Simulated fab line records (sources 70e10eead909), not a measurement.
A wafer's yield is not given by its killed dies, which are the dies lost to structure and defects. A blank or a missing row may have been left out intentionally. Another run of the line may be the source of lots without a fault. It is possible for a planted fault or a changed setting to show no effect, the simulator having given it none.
Code-filled problem report in 8D (eight disciplines) form / flow nandHarc / the parts of the form that need people (team, actions taken, sign-off) are left out

1. PROBLEM STATEMENT
Wafers with no fault read 0.950 a.u. with a standard deviation of 0.016, whereas oesProductAu at NHARC_A_STAIRCASE_ETCH_234 reads a mean of 0.800 a.u. on 1 wafer of 1 lot. Relative to the usual mean, that is a shift of -9.4 standard deviations.
The step: etches the open film in C4F8/O2, target depth 100 nm, time 40.5 s.
Earliest sighting: wafer L568.1 on rieDiel-06 at day 19 05:11. At this step, 39 wafers from 13 lots have a number in the record. The rule behind "out" and "out of limits": a value lying over 4 standard deviations away from the usual mean. The rest of the wafers with a number are treated as sound.

2. WHAT IT IS, WHAT IT ISN'T
question=which readings at this step | is=oesProductAu | is not=rfVppV
question=which lots | is=L568 | is not=L560, L561, L562, L574, L575, L576, L577, L578, L579, L580, L581, L582
question=which wafers of those lots | is=L568.1 | is not=L568.2, L568.4
question=read on which tools | is=rieDiel-06 | is not=rieDiel-05, rieDiel-12
question=when | is=from day 19 05:11 | is not=up to then (11 sound wafers); but 27 sound wafers of L574, L575, L576, L577, L578, L579, L580, L581, L582 came after

3. SUSPECTS, AND WHAT RULES EACH OUT
Counting: any tool at a process step up to the reading remains a suspect provided it ran every lot that is out. Sound lots after the first of them don't rule it out here, since some wafers of a struck lot are sound.
- rieDiel-06 at NHARC_A_STAIRCASE_ETCH_230 (etches the open film in C4F8/O2, target depth 100 nm, time 40.5 s): kept. L568, the lot that is out, went through it at day 19 05:11; up to then, the latest sound lot through it was L562 at day 17 00:41. NHARC_A_STAIRCASE_ETCH_230 gives no start for some lots, so the hours and the order of its lots are those of NHARC_A_STAIRCASE_ETCH_234.
- rieDiel-06 at NHARC_A_STAIRCASE_TRIM_231 (chemistry O2, time 211.2 s): kept. L568, the lot that is out, went through it at day 19 05:11; up to then, the latest sound lot through it was L562 at day 17 00:41. NHARC_A_STAIRCASE_TRIM_231 gives no start for some lots, so the hours and the order of its lots are those of NHARC_A_STAIRCASE_ETCH_234.
- rieDiel-06 at NHARC_A_STAIRCASE_ETCH_234 (etches the open film in C4F8/O2, target depth 100 nm, time 40.5 s): kept. L568, the lot that is out, went through it at day 19 05:11; up to then, the latest sound lot through it was L562 at day 17 00:41. Its own oesProductAu readings are out on those wafers.
- At NHARC_A_STAIRCASE_ETCH_230, inside rieDiel-06: chamber 0 took the wafers that are out, while their sound lot-mates went through chambers 1, 2.
- At NHARC_A_STAIRCASE_TRIM_231, inside rieDiel-06: chamber 0 took the wafers that are out, while their sound lot-mates went through chambers 1, 2.
- At NHARC_A_STAIRCASE_ETCH_234, inside rieDiel-06: chamber 3 took the wafers that are out, while their sound lot-mates went through chambers 0, 2.
After the count, these remain: rieDiel-06 at NHARC_A_STAIRCASE_ETCH_230, rieDiel-06 at NHARC_A_STAIRCASE_TRIM_231 and rieDiel-06 at NHARC_A_STAIRCASE_ETCH_234.

4. THE CAUSE (what the simulator had put in)
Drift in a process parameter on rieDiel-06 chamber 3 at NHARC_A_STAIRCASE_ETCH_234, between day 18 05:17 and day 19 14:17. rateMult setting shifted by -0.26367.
After counting, 3 suspects remain, this tool included.

5. THE CHAIN OF EFFECTS, in route order
Each row: a reading whose mean over the struck wafers that have a number lies more than 3 standard deviations from the usual. Only readings for which the record gives a usual standard deviation are gone through. hours: the time from each lot's start at the first step in this table that gives one to its start at this step, as a median over the lots. sigmas: the change in usual standard deviations.
hours=0; step=NHARC_A_STAIRCASE_ETCH_234; reading=oesProductAu; usual=0.950 a.u.; on struck wafers=0.800; change=-0.150; sigmas=-9.4
Its process steps:
- NHARC_A_STAIRCASE_ETCH_234: etches the open film in C4F8/O2, target depth 100 nm, time 40.5 s.

6. WHAT WOULD HAVE CAUGHT IT SOONER
24 hours passed between the start of the fault at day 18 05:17 and the first reading out of limits in this record, taken at day 19 05:11.
